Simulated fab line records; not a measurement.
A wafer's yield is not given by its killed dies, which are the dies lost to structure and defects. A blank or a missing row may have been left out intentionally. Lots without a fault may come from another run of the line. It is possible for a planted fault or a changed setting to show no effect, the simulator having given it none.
A struck lot beside a sound one ; flow n5_finfet ; 16 out of 1938 route steps
Sound: the wafers L234.2, L234.5, L234.6. Wafers L237.2, L237.4, L237.5 were the ones struck. The cause is given at the end.
Each step with rows lists, per side, the tool, then ch with its chambers, then its first start. Under that, the readings that differ: sound wafers ; struck wafers ; difference of the means ; sigmas: that difference in standard deviations of wafers without a fault.
alike: readings whose means differ by less than 2 such deviations, and words and numbers that are the same on both sides. not compared: withheld readings, readings that some wafer has no value for, bounds like >300 that may hide the same value, and numbers for which the record gives no deviation and whose values overlap.
Wherever a step has rows on one side only, a row that says differs or no value, or a row with sigmas, the two part there. When numbers do not overlap yet have no deviation, they are printed without sigmas and do not part them. Lack of a reading on every wafer of one side parts them only where that side has two or more wafers.

first, 8 steps without rows for these wafers: N5_BEOL_M1_COAT_62 (time 60 s, resist thk 12 nm); N5_BEOL_M1_COAT_73 (time 60 s, resist thk 5 nm); N5_BEOL_M1_COAT_05 (resist thk 30 nm); N5_BEOL_M1_EBR_07; N5_BEOL_M1_SOFTBAKE_06 (time 60 s); N5_BEOL_M1_EXPOSE_08 (exposes mask M1); N5_BEOL_M1_PEB_09 (peb time 60 s); N5_BEOL_M1_DEVELOP_10 (develop time 30 s).
N5_BEOL_M1_CD_MEAS_11: the cd target is 17.05 nm.
  sound on cd_sem-02 ch 0, day 7 11:17; struck on cd_sem-01 ch 0, day 8 06:09
  alike: cd_nm
N5_BEOL_M1_OVL_MEAS_12:
  sound on overlay-01 ch 0, day 7 11:19; struck on overlay-02 ch 0, day 8 06:11
  alike: M1_OVL
N5_BEOL_M1_INSPECT_13: inspects for defects (brightfield).
  sound on defect_inspect-01, day 7 11:22; struck on defect_inspect-02, day 8 06:14
  alike: raw_defect_count
N5_BEOL_M1_DESCUM_16: chemistry O2, time 7 s.
  sound on rie_diel-03 ch 1,2,3, day 7 11:25; struck on rie_diel-06 ch 1,2,3, day 8 06:28
  alike: chamber_pressure_mTorr, drypump_motor_current_A, oes_product_au, rf_vpp_V, showerhead_plenum_p_Torr, throttle_valve_pct
  not compared: rf_hours_counter_h
N5_BEOL_M1_ETCH_74: etches underlayer in N2/H2, target depth 6.5 nm, time 5.2 s.
  sound on rie_diel-03 ch 1,2,3, day 7 11:26; struck on rie_diel-06 ch 1,2,3, day 8 06:30
reading;sound;struck;difference;sigmas
bias_w (W);150.2 149.9 150.6;160.0 159.7 159.3;+9.4;+22
etch_rf_on_time_s (s);5.29 5.17 5.29;4.99 5.05 5.11;-0.20;-3
rf_vpp_V (V);526.5 525.6 522.4;544.3 543.5 540.2;+17.8;+7
  alike: chamber_pressure_mTorr, drypump_motor_current_A, oes_product_au, showerhead_plenum_p_Torr, throttle_valve_pct
  not compared: rf_hours_counter_h
N5_BEOL_M1_ETCH_63: etches SiARC in CF4, target depth 15.6 nm, time 26 s.
  sound on rie_diel-03 ch 1,2,3, day 7 11:28; struck on rie_diel-06 ch 1,2,3, day 8 06:31
  alike: bias_w, chamber_pressure_mTorr, drypump_motor_current_A, etch_rf_on_time_s, oes_product_au, rf_vpp_V, showerhead_plenum_p_Torr, throttle_valve_pct
  not compared: rf_hours_counter_h
-- a jump in the record: the struck wafers' starts before and after are 9 days apart (it breaks off in module BEOL_M1 and resumes in module BEOL_M4, where the first step shown is number 1111 of the route) --
N5_BEOL_M4_RC_MEAS_101:
  sound on prober-01 ch 0, day 11 10:23; struck on prober-02 ch 0, day 17 15:47
  alike: DIBL_N, DIBL_P, IOFF_N, IOFF_P, ION_N, ION_P, SS_N, SS_P, VT_N, VT_P
-- the record jumps here: 5 days lie between the struck wafers' starts before and after (it left off in module BEOL_M4 and takes up again in module PASSIVATION, whose first step shown is number 1936 of the route) --
N5_PASSIVATION_PROBE_49:
  sound on prober-02, day 15 13:06; struck on prober-01, day 22 13:09
reading;sound;struck;difference;sigmas
killed_at_front_end;23 31;53 47 38;+19;+2
  alike: defect_limited_yield, killed_at_M0_to_M3, killed_at_M4_up, killed_at_contacts, killed_at_other, killed_dies, killed_open, killed_short, sort_bin_5_function, sort_bin_6_memory, sort_n_pass, sort_yield_pct

== WHERE THEY PART ==
At N5_BEOL_M1_ETCH_74 first; at N5_PASSIVATION_PROBE_49 last (within this record only).

WHY: the cause the simulator had injected
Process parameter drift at N5_BEOL_M1_ETCH_74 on rie_diel-06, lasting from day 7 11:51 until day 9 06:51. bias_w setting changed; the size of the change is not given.
